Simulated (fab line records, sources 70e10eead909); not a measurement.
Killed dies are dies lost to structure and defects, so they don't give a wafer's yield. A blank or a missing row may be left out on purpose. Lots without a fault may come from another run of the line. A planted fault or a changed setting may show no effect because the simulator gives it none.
A struck lot beside a sound one | flow nand_harc | 17 steps out of a route of 1302
Sound: wafers L673.1, L673.4, L673.5. Struck: wafer L685.2. (L685.4 of the same lot was not struck and is left out.) The cause comes at the end.
At each step with rows: each side's tool, then ch and its chambers, then its first start. Under that, the readings that differ: sound wafers | struck wafers | difference of the means | sigmas: that difference in standard deviations of wafers without a fault.
alike: readings whose means differ by less than 2 such deviations, and words and numbers that are the same on both sides. not compared: withheld readings, readings that some wafer has no value for, bounds like >300 that may hide the same value, and numbers for which the record gives no deviation and whose values overlap.
The two part at a step that has a row with sigmas, a row that says differs or no value, or rows on one side only. Numbers that don't overlap but have no deviation are shown without sigmas and don't part them. A reading that every wafer of one side lacks parts them only if that side has two wafers or more.

NHARC_P_M1_INSPECT_11:
  sound on defect_inspect-01, day 7 12:34; struck on defect_inspect-01, day 13 07:05
  alike: raw_defect_count
then, 1 step without rows for these wafers: NHARC_P_M1_DESCUM_14 (chemistry O2, time 3 s).
NHARC_P_M1_ETCH_35: etches the open film in N2/H2, target depth 40 nm, overetch 12 nm, time 43.94 s.
  sound on rie_diel-02 ch 0,2, day 7 12:43; struck on rie_diel-01 ch 3, day 13 07:15
  reading                | sound                | struck | difference | sigmas
  throttle_valve_pct (%) | 14.174 14.164 14.169 | 14.194 | +0.025     | +3
  alike: drypump_motor_current_A, oes_product_au, rf_vpp_V, showerhead_plenum_p_Torr
  not compared: rf_hours_counter_h
NHARC_P_M1_ETCH_15: etches the open film in C4F8/Ar, target depth 182.5 nm, time 91.2 s.
  sound on rie_diel-02 ch 2,3; struck on rie_diel-01 ch 2
  alike: oes_product_au, rf_vpp_V
  not compared: rf_hours_counter_h
NHARC_P_M1_CD_MEAS_16:
  sound on cd_sem-03, day 7 12:55; struck on cd_sem-01, day 13 07:28
  alike: cd_nm
then, 1 step without rows for these wafers: NHARC_P_M1_STRIP_18 (strips in N2/H2).
NHARC_P_M1_ETCH_28: etches the open film in CF4/N2, target depth 30 nm, time 72.99 s.
  sound on rie_diel-01 ch 0,2,3; struck on rie_diel-01 ch 2
  reading               | sound             | struck | difference | sigmas
  oes_product_au (a.u.) | 0.987 1.007 1.014 | 1.027  | +0.024     | +2
  alike: cf4_flow_sccm, drypump_motor_current_A, rf_vpp_V, showerhead_plenum_p_Torr, throttle_valve_pct
  not compared: rf_hours_counter_h
then, 1 step without rows for these wafers: NHARC_P_M1_STRIP_19 (strips in post etch residue remover, time 600 s).
NHARC_P_M1_DEGAS_29: time 60 s.
  sound on pvd_sputter-02, day 7 13:39; struck on pvd_sputter-03, day 13 08:11
  alike: heater_power_w
NHARC_P_M1_PRE_CLEAN_30: time 30 s.
  sound on pvd_sputter-02; struck on pvd_sputter-03
  alike: heater_power_w
then, 2 steps without rows for these wafers: NHARC_P_M1_PVD_20 (deposits TaN, target thk 5 nm, time 8.06 s); NHARC_P_M1_PVD_21 (deposits Cu, target thk 30 nm, time 20.49 s).
NHARC_P_M1_ECD_22: material Cu, target thk 400 nm.
  sound on ecd_cu-01 ch 0,1, day 7 14:03; struck on ecd_cu-01 ch 1, day 13 08:36
then, 1 step without rows for these wafers: NHARC_P_M1_ANNEAL_31 (time 90 s).
NHARC_P_M1_CMP_23: polishes, t overpolish 20 s, target thk 157.82 nm.
  sound on cmp-04 ch 0,1, day 7 14:45; struck on cmp-01 ch 3, day 13 09:20
  reading                | sound          | struck | difference | sigmas
  time_to_endpoint_s (s) | 32.5 30.9 30.6 | 16.1   | -15.2      | -5
  alike: motor_current_A, retaining_ring_pressure_frac
  not compared: pad_life_wafers
NHARC_P_M1_THK_MEAS_24: measures by xrf.
  sound on film_metro-02, day 7 15:02; struck on film_metro-01, day 13 09:37
  alike: thk_nm
then, 1 step without rows for these wafers: NHARC_END_SORT_01.

WHERE THEY PART
First at NHARC_P_M1_ETCH_35; last, within this record, at NHARC_P_M1_CMP_23. Later steps at which nothing parts them and some readings are alike: NHARC_P_M1_THK_MEAS_24.

WHY: what the simulator had put in
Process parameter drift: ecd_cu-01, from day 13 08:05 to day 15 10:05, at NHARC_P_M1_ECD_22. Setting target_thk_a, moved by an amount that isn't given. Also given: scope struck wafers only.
